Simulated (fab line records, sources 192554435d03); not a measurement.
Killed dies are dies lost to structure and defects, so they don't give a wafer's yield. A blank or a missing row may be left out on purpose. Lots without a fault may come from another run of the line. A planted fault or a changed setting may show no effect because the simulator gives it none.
fab line records | flow n5_finfet | part 2 of 2: steps 5 to 6 of 6
record lots=19 wafers=57 last_day=18
route steps=1938 shown BEOL_M9@1447 BEOL_M10@1507 BEOL_M11@1554
lots that met no fault: from a run of the same line without faults
start_h: hours from the record's first day to the start of the lot's first wafer shown | wait_h: hours since the lot's step before | " the same as in the row above | L1.1+2: a row that stands for several wafers | - no value, or no start given | * or withheld: withheld | < > ~ a bound
route shown NAME@n: a module of which the file shows steps, and the number in the route of the first | usual: mean/standard deviation of fault-free wafers | same: alike in all rows | chamber/n: place in a boat | sites: the reading at each site | _std_site: their standard deviation | _edge_site: outer sites' mean less inner sites' | radius_mm: how far each site lies from the wafer's centre | mask NAME#n: copy n | behind: the tool/chamber that last shaped the wafer | hold: why the lot was held/for how many hours/how that ended | device: the transistor (n, p or np) that didn't switch | end of line: the same wafers' tests at the end of the route | a step without rows: its recipe alone | killed: dies lost to structure and defects at the first sort, not the wafer's yield | map: a wafer's dies, x killed, . not, _ none there
set.NAME: the setting as run; set.NAME@STEP: as run at that earlier step | model.NAME: the simulator's own value behind a step, which no gauge read
steps of the route over a sample of lots; a table a step, a row a wafer
services: from which hour (start_h, from the record's first day; less than 0 if before it) a tool's chamber was out of use, for how many hours, and why
## steps
# step N5_BEOL_M10_DEGAS_44
# recipe ambient=vacuum temp_c=250 time_s=60
# usual heater_power_w=328/26
# columns lot.wafer tool chamber start_h wait_h heater_power_w
L074.3 pvd_sputter-02 - 216.47 0.8 305
L074.4 " - " " 333
L074.5 " - " " 334
L075.2 pvd_sputter-01 - 225.96 0.4 363
L075.5 " - " " 334
L075.6 " - " " 284
L076.1 pvd_sputter-03 - 242.26 0.4 355
L076.4 " - " " 364
L076.6 " - " " 323
L077.3 pvd_sputter-01 - 261.38 0.4 365
L077.5 " - " " 362
L077.6 " - " " 287
L079.3 pvd_sputter-01 - 261.88 0.8 352
L079.4 " - " " 337
L079.6 " - " " 330
L078.1 pvd_sputter-01 - 261.96 0.6 366
L078.2 " - " " 289
L078.5 " - " " 286
L082.2 pvd_sputter-01 - 266.49 0.2 289
L082.3 " - " " 339
L082.6 " - " " 285
L081.1 pvd_sputter-03 - 273.63 0.3 326
L081.5 " - " " 327
L081.6 " - " " 351
L084.1 pvd_sputter-01 - 293.09 0.6 289
L084.3 " - " " 341
L084.4 " - " " 367
L085.1 pvd_sputter-01 - 300.15 0.8 281
L085.4 " - " " 293
L085.6 " - " " 290
L086.1 pvd_sputter-03 - 306.24 0.5 358
L086.3 " - " " 333
L086.5 " - " " 319
L088.1 pvd_sputter-03 - 310.12 0.7 315
L088.3 " - " " 354
L088.4 " - " " 352
L087.1 pvd_sputter-03 - 313.90 1.1 321
L087.4 " - " " 366
L087.5 " - " " 317
L089.1 pvd_sputter-02 - 327.79 0.3 343
L089.4 " - " " 303
L089.5 " - " " 354
L090.1 pvd_sputter-02 - 332.93 1.9 300
L090.2 " - " " 333
L090.5 " - " " 347
L091.2 pvd_sputter-01 - 333.41 0.2 280
L091.3 " - " " 372
L091.6 " - " " 289
L092.2 pvd_sputter-01 - 333.87 0.2 360
L092.3 " - " " 278
L092.4 " - " " 344
L096.1 pvd_sputter-03 - 371.12 0.5 356
L096.3 " - " " 352
L096.5 " - " " 359
L097.1 pvd_sputter-02 - 374.36 0.8 308
L097.3 " - " " 357
L097.5 " - " " 347
# step N5_BEOL_M11_ETCH_62
# recipe chemistry=N2/H2 target=SOC target_depth_a=1100 overetch_a=220 mask_material=SiARC temp_c=40 time_s=165 ion_energy_ev=200 pressure_mtorr=30 source_w=840 bias_w=150 n2_flow_sccm=200 h2_flow_sccm=200
# usual chamber_pressure_mTorr=30.001/0.026 drypump_motor_current_A=5.9/0.39 n2_flow_sccm=200.0/0.55 oes_product_au=0.66/0.071 rf_vpp_V=524.6/2.7 showerhead_plenum_p_Torr=2.57/0.093 throttle_valve_pct=17.78/0.26
# columns lot.wafer tool chamber start_h wait_h chamber_pressure_mTorr drypump_motor_current_A n2_flow_sccm oes_product_au rf_hours_counter_h rf_vpp_V showerhead_plenum_p_Torr throttle_valve_pct
L074.3 rie_diel-06 1 222.31 0.1 29.974 5.8 199.7 0.71 - 523.5 2.59 17.78
L074.4 " 3 " " 29.975 6.3 199.6 0.67 - 525.2 2.58 17.97
L074.5 " 1 " " 30.010 5.8 201.0 0.71 - 525.9 2.59 17.77
L075.2 rie_diel-06 1 230.38 0.0 29.980 5.9 200.8 0.70 62 525.8 2.59 17.79
L075.5 " 3 " " 30.015 6.3 200.1 0.67 - 523.9 2.58 18.00
L075.6 " 2 " " 29.985 6.4 200.3 0.61 - 522.9 2.50 17.71
L076.1 rie_diel-06 3 246.09 0.0 29.968 6.3 199.3 0.66 108 524.0 2.57 18.00
L076.4 " 3 " " 30.022 6.3 200.1 0.67 - 523.9 2.57 18.01
L076.6 " 2 " " 30.037 6.3 200.7 0.61 - 523.9 2.50 17.72
L077.3 rie_diel-05 0 266.07 0.0 30.039 5.5 200.0 0.61 163 521.2 2.43 18.10
L077.5 " 1 " " 30.034 6.1 199.7 0.59 - 519.7 2.40 17.55
L077.6 " 0 " " 29.956 5.5 200.7 0.62 - 521.4 2.43 18.10
L078.1 rie_diel-05 0 266.32 0.0 29.956 5.5 199.8 0.62 163 520.4 2.43 18.11
L078.2 " 2 " " 29.983 5.6 199.0 0.80 8 525.3 2.60 17.60
L078.5 " 1 " " 29.972 6.1 200.3 0.58 - 517.9 2.40 17.55
L079.3 rie_diel-06 1 266.39 0.0 29.997 5.9 199.9 0.70 75 525.3 2.58 17.82
L079.4 " 2 " " 30.034 6.4 199.4 0.60 220 522.7 2.50 17.73
L079.6 " 3 " " 30.021 6.3 200.0 0.65 - 523.1 2.57 18.01
L082.2 rie_diel-01 2 271.93 0.0 29.970 6.4 199.5 0.61 201 520.9 2.42 17.70
L082.3 " 1 " " 29.988 6.3 200.0 0.65 180 525.5 2.63 17.37
L082.6 " 0 " " 30.000 5.5 200.0 0.66 - 526.5 2.68 17.90
L081.1 rie_diel-01 0 280.48 0.0 30.022 5.5 199.5 0.67 101 526.7 2.68 17.91
L081.5 " 2 " " 29.983 6.4 200.3 0.61 - 519.5 2.42 17.71
L081.6 " 3 " " 29.974 5.7 199.8 0.59 - 526.5 2.62 17.89
L084.1 rie_diel-01 1 298.67 0.0 30.010 6.3 200.4 0.64 187 525.8 2.63 17.39
L084.3 " 2 " " 29.975 6.4 199.8 0.61 208 519.5 2.42 17.70
L084.4 " 0 " " 30.002 5.5 200.4 0.67 106 526.6 2.67 17.90
L085.1 rie_diel-06 2 306.06 0.0 30.012 6.4 199.4 0.59 232 523.0 2.49 17.75
L085.4 " 0 " " 30.020 4.9 200.0 0.78 17 527.8 2.69 17.85
L085.6 " 0 " " 29.991 4.9 199.7 0.77 - 527.5 2.69 17.84
L086.1 rie_diel-05 2 310.68 0.0 30.059 5.6 200.3 0.76 24 525.6 2.59 17.63
L086.3 " 1 " " 29.957 6.1 199.9 0.84 0 529.1 2.72 17.16
L086.5 " 1 " " 29.948 6.1 200.3 0.82 - 528.4 2.72 17.16
L088.1 rie_diel-05 1 314.47 0.0 30.011 6.1 200.0 0.82 1 528.8 2.72 17.16
L088.3 " 0 " " 30.007 5.5 200.0 0.61 182 520.2 2.42 18.13
L088.4 " 2 " " 29.995 5.6 199.3 0.76 25 525.5 2.59 17.64
L087.1 rie_diel-05 3 318.66 0.0 29.993 5.8 200.5 0.59 234 526.0 2.62 18.08
L087.4 " 2 " " 30.033 5.7 200.4 0.76 26 525.3 2.59 17.64
L087.5 " 2 " " 30.000 5.6 199.4 0.76 - 525.4 2.59 17.62
L089.1 rie_diel-05 0 331.88 0.0 29.991 5.5 200.1 0.61 187 518.9 2.42 18.15
L089.4 " 1 " " 29.996 6.1 199.8 0.80 6 530.1 2.72 17.17
L089.5 " 3 " " 30.005 5.8 199.9 0.58 - 526.0 2.62 18.09
L090.1 rie_diel-01 0 339.26 0.0 29.985 5.5 200.4 0.66 120 525.7 2.67 17.93
L090.2 " 3 " " 29.976 5.7 201.2 0.58 246 526.4 2.61 17.93
L090.5 " 1 " " 30.009 6.3 200.8 0.62 - 526.1 2.62 17.42
L091.2 rie_diel-01 2 339.90 0.0 29.981 6.4 199.9 0.60 222 520.7 2.42 17.74
L091.3 " 0 " " 29.993 5.5 200.1 0.66 121 526.4 2.67 17.93
L091.6 " 1 " " 29.949 6.3 201.0 0.63 - 526.5 2.62 17.43
L092.2 rie_diel-01 2 340.53 0.0 29.967 6.4 199.6 0.59 223 520.6 2.42 17.76
L092.3 " 1 " " 29.970 6.3 200.9 0.62 202 527.3 2.62 17.42
L092.4 " 0 " " 30.014 5.5 200.8 0.65 121 528.3 2.67 17.93
L096.1 rie_diel-05 2 375.32 0.0 30.048 5.6 199.5 0.72 46 525.8 2.58 17.67
L096.3 " 1 " " 29.971 6.1 200.7 0.76 20 528.3 2.71 17.21
L096.5 " 1 " " 30.020 6.1 200.0 0.77 - 530.1 2.71 17.20
L097.1 rie_diel-01 3 379.21 0.0 30.016 5.8 199.5 0.86 0 524.8 2.61 17.48
L097.3 " 1 " " 30.046 6.3 199.2 0.62 217 525.7 2.62 17.45
L097.5 " 0 " " 30.003 5.5 199.9 0.65 - 527.7 2.66 17.94
## services
# columns tool chamber start_h hours kind
rie_diel-03 3 189.80 9.6 repair
rie_diel-06 2 201.30 23.7 repair
rie_diel-06 3 202.27 7.3 repair
rie_diel-01 - 211.73 3.2 repair
rie_diel-03 - 219.02 2.8 pm
pvd_sputter-01 - 231.67 2.2 repair
pvd_sputter-01 - 236.50 2.7 repair
rie_diel-01 - 243.61 0.2 repair
rie_diel-03 0 259.75 6.6 repair
rie_diel-02 0 261.10 2.4 repair
rie_diel-06 0 271.64 2.8 repair
rie_diel-05 2 296.80 2.9 repair
rie_diel-03 0 310.73 1.4 repair
rie_diel-06 3 316.56 4.0 repair
rie_diel-03 2 316.71 5.3 repair
rie_diel-06 - 325.45 14.6 pm
rie_diel-01 - 336.07 0.2 repair
rie_diel-04 3 341.69 14.3 repair
rie_diel-02 - 344.12 2.0 repair
rie_diel-04 1 345.68 5.8 repair
rie_diel-04 - 346.66 14.6 pm
rie_diel-01 0 347.03 9.4 repair
rie_diel-02 0 362.01 4.7 repair
rie_diel-05 1 366.67 2.3 repair
